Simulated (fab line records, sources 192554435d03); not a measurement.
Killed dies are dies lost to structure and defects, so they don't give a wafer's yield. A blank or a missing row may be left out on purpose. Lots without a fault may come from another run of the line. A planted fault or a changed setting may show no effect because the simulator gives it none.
fab line records | flow n5_finfet | part 2 of 2: steps 4 to 6 of 6
record lots=24 wafers=72 last_day=17
route steps=1938 shown MOL_CONTACT_COAG@562
lots that met no fault: from a run of the same line without faults
start_h: hours from the record's first day to the start of the lot's first wafer shown | wait_h: hours since the lot's step before | " the same as in the row above | L1.1+2: a row that stands for several wafers | - no value, or no start given | * or withheld: withheld | < > ~ a bound
route shown NAME@n: a module of which the file shows steps, and the number in the route of the first | usual: mean/standard deviation of fault-free wafers | same: alike in all rows | chamber/n: place in a boat | sites: the reading at each site | _std_site: their standard deviation | _edge_site: outer sites' mean less inner sites' | radius_mm: how far each site lies from the wafer's centre | mask NAME#n: copy n | behind: the tool/chamber that last shaped the wafer | hold: why the lot was held/for how many hours/how that ended | device: the transistor (n, p or np) that didn't switch | end of line: the same wafers' tests at the end of the route | a step without rows: its recipe alone | killed: dies lost to structure and defects at the first sort, not the wafer's yield | map: a wafer's dies, x killed, . not, _ none there
set.NAME: the setting as run; set.NAME@STEP: as run at that earlier step | model.NAME: the simulator's own value behind a step, which no gauge read
steps of the route over a sample of lots; a table a step, a row a wafer
services: from which hour (start_h, from the record's first day; less than 0 if before it) a tool's chamber was out of use, for how many hours, and why
## steps
# step N5_MOL_CONTACT_COAG_VIA_ETCH_117
# recipe chemistry=C4F6/O2 target_depth_a=400 overetch_a=80 mask_material=SOC target=SiO2 bias_w=455 pressure_mtorr=10 time_s=26 source_w=325 Ar_flow_sccm=300 C4F6_flow_sccm=10 O2_flow_sccm=10 ion_energy_ev=575.3 ends=end_point
# usual drypump_motor_current_A=5.9/0.38 oes_f_703_au=0.76/0.076 oes_product_au=0.68/0.067 rf_vpp_V=1588/16 showerhead_plenum_p_Torr=2.86/0.069 throttle_valve_pct=41.17/0.17
# columns lot.wafer tool chamber start_h wait_h drypump_motor_current_A oes_f_703_au oes_product_au rf_hours_counter_h rf_vpp_V showerhead_plenum_p_Torr throttle_valve_pct
L074.1 rie_diel-01 3 99.76 0.0 6.1 0.89 0.79 27 1580 2.89 41.27
L074.3 " 1 " " 6.6 0.74 0.66 172 1587 2.83 41.40
L074.5 " 1 " " 6.6 0.74 0.67 - 1586 2.83 41.42
L075.3 rie_diel-04 1 108.62 0.0 5.7 0.80 0.72 115 1595 2.96 41.01
L075.5 " 1 " " 5.7 0.79 0.71 - 1595 2.96 41.01
L075.6 " 0 " " 5.4 0.71 0.65 - 1596 2.81 41.15
L076.1 rie_diel-01 3 116.58 0.0 6.1 0.88 0.78 32 1581 2.89 41.28
L076.4 " 1 " " 6.7 0.74 0.66 180 1587 2.83 41.42
L076.5 " 0 " " 6.5 0.91 0.82 - 1621 3.02 41.29
L077.1 rie_diel-04 3 116.80 0.0 6.0 0.71 0.64 232 1563 2.80 41.09
L077.4 " 1 " " 5.7 0.79 0.71 117 1594 2.96 41.03
L077.6 " 2 " " 5.2 0.74 0.67 - 1560 2.84 41.47
L078.1 rie_diel-01 0 123.76 0.0 6.5 0.91 0.82 12 1620 3.02 41.27
L078.2 " 3 " " 6.1 0.88 0.78 34 1580 2.89 41.28
L078.3 " 2 " " 5.9 0.76 0.69 126 1594 2.86 41.10
L079.2 rie_diel-03 0 130.99 0.0 5.5 0.70 0.63 212 1570 2.92 41.07
L079.3 " 1 " " 6.0 0.69 0.62 233 1592 2.80 41.50
L079.5 " 2 " " 5.8 0.72 0.66 - 1583 2.82 40.95
L080.1 rie_diel-03 3 136.52 0.0 6.2 0.71 0.65 219 1604 2.80 40.92
L080.2 " 1 " " 6.0 0.69 0.63 235 1592 2.80 41.50
L080.6 " 3 " " 6.2 0.71 0.65 - 1603 2.80 40.92
L081.2 rie_diel-01 0 156.19 0.0 6.5 0.87 0.79 22 1620 3.01 41.27
L081.4 " 2 " " 5.9 0.75 0.68 138 1595 2.86 41.10
L081.5 " 0 " " 6.5 0.87 0.79 - 1620 3.01 41.28
L082.3 rie_diel-01 2 159.56 0.0 5.9 0.75 0.68 140 1595 2.86 41.11
L082.4 " 3 " " 6.1 0.86 0.76 47 1579 2.89 41.30
L082.5 " 2 " " 5.9 0.76 0.68 - 1595 2.86 41.12
L084.1 rie_diel-04 1 162.55 0.0 5.7 0.78 0.70 132 1594 2.95 41.04
L084.3 " 3 " " 6.1 0.70 0.62 248 1564 2.80 41.08
L084.5 " 1 " " 5.7 0.78 0.69 - 1593 2.95 41.04
L083.1 rie_diel-04 2 162.89 0.0 5.2 0.72 0.65 183 1561 2.83 41.49
L083.3 " 0 " " 5.4 0.69 0.63 221 1595 2.81 41.17
L083.5 " 1 " " 5.7 0.77 0.71 - 1596 2.95 41.04
L085.2 rie_diel-03 1 176.55 0.0 6.0 0.68 0.61 249 1592 2.79 41.50
L085.4 " 3 " " 6.2 0.70 0.63 234 1603 2.79 40.94
L085.5 " 1 " " 6.0 0.68 0.62 - 1591 2.80 41.51
L086.2 rie_diel-03 0 182.30 0.0 5.5 0.69 0.63 226 1570 2.92 41.08
L086.4 " 0 " " 5.5 0.69 0.62 - 1572 2.92 41.08
L086.6 " 2 " " 5.8 0.70 0.65 - 1582 2.81 40.97
L087.2 rie_diel-01 1 191.43 0.0 6.6 0.72 0.65 204 1586 2.82 41.44
L087.3 " 2 " " 5.9 0.74 0.68 151 1594 2.85 41.12
L087.4 " 0 " " 6.5 0.85 0.78 35 1619 3.01 41.30
L088.3 rie_diel-03 3 192.99 0.0 6.2 0.69 0.63 241 1602 2.79 40.96
L088.4 " 3 " " 6.2 0.70 0.63 - 1603 2.79 40.94
L088.5 " 0 " " 5.5 0.69 0.62 - 1571 2.92 41.09
L089.1 rie_diel-03 0 195.19 0.0 5.5 0.70 0.62 232 1568 2.92 41.10
L089.3 " 2 " " 5.8 0.70 0.64 188 1582 2.81 40.96
L089.4 " 0 " " 5.5 0.69 0.62 - 1571 2.92 41.10
L090.1 rie_diel-03 2 210.10 0.0 5.8 0.70 0.64 195 1581 2.81 40.99
L090.2 " 3 " " 6.2 0.69 0.63 249 1603 2.78 40.95
L090.3 " 1 " " 6.0 0.96 0.86 3 1591 2.79 41.18
L091.1 rie_diel-03 2 217.05 0.0 5.8 0.69 0.64 198 1581 2.81 40.98
L091.2 " 1 " " 6.0 0.94 0.84 5 1591 2.79 41.16
L091.5 " 2 " " 5.8 0.69 0.63 - 1583 2.81 40.95
L092.1 rie_diel-03 2 218.38 0.0 5.8 0.70 0.63 198 1582 2.81 40.97
L092.4 " 2 " " 5.8 0.69 0.64 - 1581 2.81 40.98
L092.5 " 1 " " 6.0 0.95 0.85 - 1593 2.79 41.18
L093.1 rie_diel-01 3 225.32 0.0 6.1 0.84 0.74 71 1579 2.87 41.30
L093.2 " 0 " " 6.5 0.83 0.76 47 1619 3.00 41.30
L093.5 " 3 " " 6.1 0.83 0.73 - 1578 2.87 41.31
L094.2 rie_diel-01 0 227.49 0.0 6.5 0.83 0.76 48 1618 3.00 41.30
L094.3 " 1 " " 6.7 0.71 0.63 217 1585 2.81 41.43
L094.5 " 3 " " 6.1 0.82 0.74 - 1579 2.87 41.32
L095.2 rie_diel-01 2 231.11 0.0 5.9 0.74 0.67 165 1594 2.85 41.13
L095.4 " 0 " " 6.5 0.84 0.76 - 1619 3.00 41.29
L095.6 " 2 " " 5.8 0.74 0.67 - 1593 2.85 41.13
L096.1 rie_diel-04 1 239.26 0.0 5.7 0.76 0.67 161 1593 2.94 41.07
L096.2 " 2 " " 5.1 0.72 0.64 212 1558 2.82 41.52
L096.6 " 3 " " 6.0 0.90 0.81 - 1562 2.79 40.97
L097.1 rie_diel-01 2 243.43 0.0 5.9 0.73 0.65 171 1594 2.84 41.14
L097.2 " 3 " " 6.1 0.82 0.73 78 1579 2.87 41.33
L097.4 " 2 " " 5.9 0.73 0.66 - 1593 2.84 41.13
# step N5_MOL_CONTACT_COAG_CVD_140
# recipe material=W target_thk_a=665 mode=selective_fill temp_c=300 time_s=215
# usual heater_power_w=475/80
# columns lot.wafer tool chamber start_h wait_h heater_power_w
L074.1 cvd_w-01 0 100.34 0.1 429
L074.3 " 0 " " 436
L074.5 " 0 " " 429
L075.3 cvd_w-01 0 109.35 0.2 438
L075.5 " 0 " " 430
L075.6 " 0 " " 434
L076.1 cvd_w-02 1 117.07 0.1 610
L076.4 " 1 " " 602
L076.5 " 0 " " 397
L077.1 cvd_w-01 0 117.37 0.1 430
L077.4 " 0 " " 435
L077.6 " 0 " " 438
L078.1 cvd_w-02 0 124.25 0.1 402
L078.2 " 1 " " 608
L078.3 " 1 " " 613
L079.2 cvd_w-01 0 131.64 0.2 431
L079.3 " 0 " " 429
L079.5 " 0 " " 442
L080.1 cvd_w-01 0 137.10 0.1 436
L080.2 " 0 " " 437
L080.6 " 0 " " 436
L081.2 cvd_w-02 0 156.67 0.1 404
L081.4 " 1 " " 622
L081.5 " 0 " " 393
L082.3 cvd_w-02 0 160.13 0.1 392
L082.4 " 1 " " 598
L082.5 " 0 " " 393
L084.1 cvd_w-02 1 163.03 0.1 582
L084.3 " 0 " " 391
L084.5 " 1 " " 607
L083.1 cvd_w-01 1 163.37 0.1 469
L083.3 " 0 " " 437
L083.5 " 1 " " 485
L085.2 cvd_w-02 1 177.06 0.1 599
L085.4 " 1 " " 583
L085.5 " 0 " " 397
L086.2 cvd_w-01 0 182.78 0.1 433
L086.4 " 1 " " 473
L086.6 " 1 " " 481
L087.2 cvd_w-01 0 191.91 0.1 426
L087.3 " 1 " " 467
L087.4 " 0 " " 421
L088.3 cvd_w-02 0 193.55 0.1 397
L088.4 " 1 " " 607
L088.5 " 1 " " 595
L089.1 cvd_w-02 0 195.70 0.1 394
L089.3 " 1 " " 598
L089.4 " 0 " " 393
L090.1 cvd_w-01 1 210.67 0.1 477
L090.2 " 1 " " 480
L090.3 " 1 " " 476
L091.1 cvd_w-02 1 217.60 0.1 592
L091.2 " 0 " " 404
L091.5 " 0 " " 391
L092.1 cvd_w-02 1 218.86 0.1 594
L092.4 " 1 " " 588
L092.5 " 0 " " 400
L093.1 cvd_w-02 1 225.81 0.1 591
L093.2 " 0 " " 404
L093.5 " 0 " " 395
L094.2 cvd_w-01 1 228.00 0.1 478
L094.3 " 1 " " 476
L094.5 " 0 " " 443
L095.2 cvd_w-01 1 231.60 0.1 476
L095.4 " 0 " " 440
L095.6 " 1 " " 472
L096.1 cvd_w-02 1 239.83 0.1 593
L096.2 " 0 " " 400
L096.6 " 1 " " 595
L097.1 cvd_w-02 1 243.91 0.1 589
L097.2 " 0 " " 397
L097.4 " 0 " " 393
# step N5_MOL_CONTACT_COAG_THK_MEAS_53
# recipe reads=SiO2_of_MOL_CONTACT_COAG_PECVD_31
# usual VIA_MOL_THK=43.9/0.58
# columns lot.wafer tool chamber start_h wait_h VIA_MOL_THK[nm]
L074.1 film_metro-01 - 101.19 - 43.4
L074.3 " - " " 43.5
L074.5 " - " " 44.0
L075.3 film_metro-02 - 110.06 - 43.8
L075.5 " - " " 44.4
L075.6 " - " " 44.8
L076.1 film_metro-02 - 117.68 - 43.2
L076.4 " - " " 43.5
L076.5 " - " " 43.7
L077.1 film_metro-02 - 118.22 - 43.3
L077.4 " - " " 44.7
L077.6 " - " " 44.7
L078.1 film_metro-02 - 124.86 - 42.9
L078.2 " - " " 43.6
L078.3 " - " " 43.2
L079.2 film_metro-02 - 132.46 - 44.4
L079.3 " - " " 44.0
L079.5 " - " " 44.7
L080.1 film_metro-02 - 137.95 - 42.9
L080.2 " - " " 43.7
L080.6 " - " " 43.6
L081.2 film_metro-02 - 157.29 - 43.6
L081.4 " - " " 44.5
L081.5 " - " " 44.3
L082.3 film_metro-02 - 160.66 - 43.9
L082.4 " - " " 44.5
L082.5 " - " " 45.4
L084.1 film_metro-01 - 163.65 - 43.0
L084.3 " - " " 43.9
L084.5 " - " " 44.2
L083.1 film_metro-01 - 163.98 - 44.6
L083.3 " - " " 44.3
L083.5 " - " " 44.4
L085.2 film_metro-02 - 177.70 - 44.3
L085.4 " - " " 45.4
L085.5 " - " " 44.2
L086.2 film_metro-01 - 183.40 - 43.0
L086.4 " - " " 44.5
L086.6 " - " " 43.5
L087.2 film_metro-02 - 192.53 - 43.3
L087.3 " - " " 43.6
L087.4 " - " " 43.6
L088.3 film_metro-02 - 194.09 - 43.0
L088.4 " - " " 44.4
L088.5 " - " " 44.5
L089.1 film_metro-02 - 196.32 - 43.7
L089.3 " - " " 43.6
L089.4 " - " " 44.2
L090.1 film_metro-02 - 211.53 - 43.9
L090.2 " - " " 42.9
L090.3 " - " " 43.9
L091.1 film_metro-02 - 218.22 - 43.3
L091.2 " - " " 42.7
L091.5 " - " " 43.6
L092.1 film_metro-02 - 219.50 - 43.6
L092.4 " - " " 44.0
L092.5 " - " " 43.4
L093.1 film_metro-02 - 226.42 - 43.9
L093.2 " - " " 44.0
L093.5 " - " " 45.4
L094.2 film_metro-02 - 228.62 - 43.9
L094.3 " - " " 43.6
L094.5 " - " " 44.7
L095.2 film_metro-02 - 232.22 - 43.5
L095.4 " - " " 43.2
L095.6 " - " " 44.0
L096.1 film_metro-01 - 240.44 - 43.9
L096.2 " - " " 43.2
L096.6 " - " " 44.3
L097.1 film_metro-02 - 244.56 - 43.4
L097.2 " - " " 43.6
L097.4 " - " " 44.2
## services
# columns tool chamber start_h hours kind
rie_diel-01 0 73.23 - clean
rie_diel-01 0 73.23 - consumable_replace:focus_ring
rie_diel-01 0 73.23 - consumable_replace:showerhead
rie_diel-01 0 73.23 15.8 scheduled_down
rie_diel-01 0 73.23 15.8 vent_cycle
ald_sin-02 2 79.01 4.0 repair
ald_sin-04 - 85.12 6.0 pm
rie_diel-03 3 90.78 8.7 repair
cvd_w-01 1 92.31 58.0 repair
ald_sin-04 2 114.10 2.2 repair
rie_diel-03 2 120.65 6.2 repair
rie_diel-01 1 121.10 5.2 repair
ald_sin-04 - 136.39 2.8 pm
rie_diel-03 0 155.80 6.7 repair
ald_sin-02 3 156.59 14.0 repair
ald_sin-01 - 159.36 2.8 pm
ald_sin-01 - 163.98 6.0 pm
ald_sin-04 - 177.00 14.0 pm
rie_diel-03 1 180.59 - clean
cvd_w-01 0 207.58 14.3 repair
ald_sin-02 - 214.88 0.9 repair
cvd_w-02 - 219.10 2.8 pm
rie_diel-01 1 228.63 16.2 repair
rie_diel-03 - 239.55 1.0 repair
